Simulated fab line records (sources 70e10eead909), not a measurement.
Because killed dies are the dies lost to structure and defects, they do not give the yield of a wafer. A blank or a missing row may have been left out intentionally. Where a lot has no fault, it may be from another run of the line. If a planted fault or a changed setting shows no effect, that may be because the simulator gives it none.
A struck lot beside a sound one || flow nand_harc || 15 steps out of a route of 1159
Sound: these wafers, L132.1, L132.2, L132.3. Struck: wafer L127.5 (L127.3, L127.4, from the same lot, were not struck and are left out); the cause is given at the end.
Each step with rows lists, per side, the tool, then ch with its chambers, then its first start. Under that, the readings that differ: sound wafers || struck wafers || difference of the means || sigmas: that difference in standard deviations of wafers without a fault.
alike: readings with means less than 2 such deviations apart, plus words and numbers identical on both sides. not compared: withheld readings, readings lacking a value on some wafer, bounds such as >300 that could conceal the same value, and numbers that have no deviation in the record and whose values overlap.
A row with sigmas, a row that says differs or no value, or rows on one side alone: a step with any of these is where the two part. Numbers that have no deviation but don't overlap get no sigmas and don't part them. A reading that every wafer of one side lacks parts them only if that side has two wafers or more.

first, 7 steps without rows for these wafers: NHARC_P_CONTACT_COAT_34 (time 65 s); NHARC_P_CONTACT_COAT_06 (resist thk 90 nm); NHARC_P_CONTACT_SOFTBAKE_07 (time 55 s); NHARC_P_CONTACT_EBR_08; NHARC_P_CONTACT_EXPOSE_09 (exposes mask P CA, target cd 90 nm); NHARC_P_CONTACT_PEB_10 (peb time 65 s); NHARC_P_CONTACT_DEVELOP_11 (develop time 35 s).
NHARC_P_CONTACT_CD_MEAS_12: target cd 90 nm.
  sound on cd_sem-03 ch 0, day 10 10:34; struck on cd_sem-02 ch 0, day 9 03:30
  alike: cd_nm
NHARC_P_CONTACT_OVL_MEAS_13:
  sound on overlay-01, day 10 10:39; struck on overlay-01, day 9 03:35
  alike: overlay_x_nm, overlay_y_nm
NHARC_P_CONTACT_INSPECT_14:
  sound on defect_inspect-01, day 10 10:41; struck on defect_inspect-01, day 9 03:37
  alike: raw_defect_count
NHARC_P_CONTACT_DESCUM_17: chemistry O2, time 3 s.
  sound on rie_diel-01 ch 0,2,3, day 10 10:45; struck on rie_diel-04 ch 2, day 9 03:42
  alike: drypump_motor_current_A, oes_product_au, rf_vpp_V, showerhead_plenum_p_Torr, throttle_valve_pct
  not compared: rf_hours_counter_h
NHARC_P_CONTACT_ETCH_35: etches the open film in CF4, target depth 39 nm, time 65 s.
  sound on rie_diel-01 ch 1,2,3, day 10 10:50; struck on rie_diel-04 ch 3, day 9 03:46
{"reading": "drypump_motor_current_A (A)", "sound": "5.2 5.8 5.7", "struck": 6.6, "difference": "+1.0", "sigmas": "+2"}
  alike: oes_product_au, rf_vpp_V, run_length_s, showerhead_plenum_p_Torr, throttle_valve_pct
  not compared: rf_hours_counter_h
NHARC_P_CONTACT_ETCH_36: etches the open film in N2/H2, target depth 260 nm, time 406.25 s.
  sound on rie_diel-01 ch 0,2,3, day 10 10:55; struck on rie_diel-04 ch 0, day 9 03:53
{"reading": "oes_product_au (a.u.)", "sound": "0.990 1.003 1.001", "struck": 1.036, "difference": "+0.038", "sigmas": "+3"}
{"reading": "run_length_s (s)", "sound": "427.6 428.4 427.4", "struck": 320.1, "difference": -107.7, "sigmas": "-99 or more"}
  alike: drypump_motor_current_A, rf_vpp_V, showerhead_plenum_p_Torr, throttle_valve_pct
  not compared: rf_hours_counter_h
NHARC_P_CONTACT_ETCH_18: etches the open film in C4F8/O2/Ar, target depth 481 nm, time 240.5 s.
  sound on rie_diel-01 ch 0,1,2; struck on rie_diel-04 ch 2
  alike: oes_product_au, rf_vpp_V, run_length_s
  not compared: rf_hours_counter_h
-- record jumps: 16 days between struck wafers' starts before vs after; left off in module P_CONTACT, resumes in module END, first step shown is number 1159 of the route --
NHARC_END_SORT_01:
  only the struck wafers appear in the record here, on prober-01 ch 0 at day 25 14:06; the sound ones have no rows

== WHERE THEY PART ==
First at NHARC_P_CONTACT_ETCH_35; last, within this record, at NHARC_END_SORT_01.

WHY: the cause the simulator had injected
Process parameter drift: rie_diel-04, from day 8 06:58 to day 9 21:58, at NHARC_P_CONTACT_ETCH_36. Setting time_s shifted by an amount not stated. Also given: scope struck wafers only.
